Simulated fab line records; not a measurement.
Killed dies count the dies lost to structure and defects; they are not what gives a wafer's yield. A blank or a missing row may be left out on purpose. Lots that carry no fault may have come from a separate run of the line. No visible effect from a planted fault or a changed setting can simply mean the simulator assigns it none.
A lot that was struck, set against a sound lot :: flow nand-harc :: 15 steps out of a route of 1159
Sound: wafers L317.2, L317.4, L317.5. Struck: wafers L312.2, L312.4, L312.5. The cause is given at the end.
For every step that has rows: the tool of each side, followed by ch and its chambers, followed by its first start. Under that, the readings that differ: sound wafers :: struck wafers :: difference of the means :: sigmas: that difference in standard deviations of wafers without a fault.
alike: readings whose means differ by less than 2 such deviations, and words and numbers that are the same on both sides. not compared: withheld readings, readings that some wafer has no value for, bounds like >300 that may hide the same value, and numbers for which the record gives no deviation and whose values overlap.
A row with sigmas, a row that says differs or no value, or rows on one side alone: a step with any of these is where the two part. When numbers do not overlap yet have no deviation, they are printed without sigmas and do not part them. A reading missing from all wafers of one side parts the sides only when that side holds two or more wafers.

first, 1 step without rows for these wafers: NHARC_P_GATE_STRIP_96 (strips in SPM, time 900 s).
NHARC_P_GATE_RTA_64: time 1 s.
  sound on rtp-anneal-01 ch 0, day 9 11:07; struck on rtp-anneal-01 ch 0, day 8 03:13
  alike: lamp-power-pct, lamp_zone_4_pct, lamp_zone_6_pct, wafer_temp_C_max
then, 1 step without rows for these wafers: NHARC_P_GATE_ETCH_77 (etches SiO2 in dHF, target depth 6 nm).
NHARC_P_GATE_DEGAS_109: time 60 s.
  sound: pvd-sputter-01 at day 9 11:24; struck: pvd-sputter-02 at day 8 03:30
  alike: heater-power-w
then, 3 steps without rows for these wafers: NHARC_P_GATE_PRE_CLEAN_110 (time 30 s); NHARC_P_GATE_SPUTTER_78 (material Ni, target thk 10 nm); NHARC_P_GATE_SPUTTER_79 (material TiN, target thk 10 nm).
NHARC_P_GATE_RTA_80: time 30 s.
  sound on rtp-anneal-02 ch 0, day 9 11:43; struck on rtp-anneal-01 ch 0, day 8 03:50
reading: lamp_zone_6_pct (%)
sound: 2.41 2.41 2.41
struck: 1.81 1.81 1.81
difference: -0.60
sigmas: -2
  alike: lamp-power-pct, lamp_zone_4_pct, wafer_temp_C_max
then, 1 step without rows for these wafers: NHARC_P_GATE_STRIP_67 (strips in SPM, time 600 s).
NHARC_P_GATE_RTA_82: time 30 s.
  sound on rtp-anneal-01 ch 0, day 9 12:11; struck on rtp-anneal-02 ch 0, day 8 04:18
reading: lamp-power-pct (%)
sound: 3.6 3.6 3.6
struck: 4.8 4.8 4.8
difference: +1.2
sigmas: +2

reading: lamp_zone_4_pct (%)
sound: 3.6 3.6 3.6
struck: 4.8 4.8 4.8
difference: +1.2
sigmas: +2
  alike: lamp_zone_6_pct, wafer_temp_C_max
NHARC_P_GATE_INSPECT_68:
  sound: defect-inspect-02 at day 9 12:21; struck: defect-inspect-02 at day 8 04:28
  alike: raw-defect-count
then, 1 step without rows for these wafers: NHARC_P_CONTACT_DEP_30 (deposits SiNx, target thk 30 nm).
NHARC_P_CONTACT_DEP_00: deposits SiO2, target thk 500 nm.
  sound on pecvd-03 ch 1,2, day 9 12:44; struck on pecvd-04 ch 0,2, day 8 04:49
  no value came back on the struck wafers for any of 5 readings (chamber-pressure-Torr (Torr), flow-sccm (sccm) and others); on the sound wafers chamber-pressure-Torr (Torr) reads 6.489 6.493 6.515
NHARC_P_CONTACT_CMP_01: polishes SiO2, target thk 200 nm.
  sound on cmp-01 ch 0,1,3, day 9 13:07; struck on cmp-04 ch 0,1,2, day 8 05:18
  alike: motor-current-A
-- jump in the record: it breaks off in module P_CONTACT and resumes in module END (first step shown: number 1159 of the route), and 13 days separate the struck wafers' starts before and after --
NHARC_END_SORT_01:
  here the record holds rows for the struck wafers (prober-02 ch 0, day 21 12:10) but none for the sound ones

== WHERE THEY PART ==
First at NHARC_P_GATE_RTA_80; last, within this record, at NHARC_END_SORT_01.

WHY: the cause the simulator had injected
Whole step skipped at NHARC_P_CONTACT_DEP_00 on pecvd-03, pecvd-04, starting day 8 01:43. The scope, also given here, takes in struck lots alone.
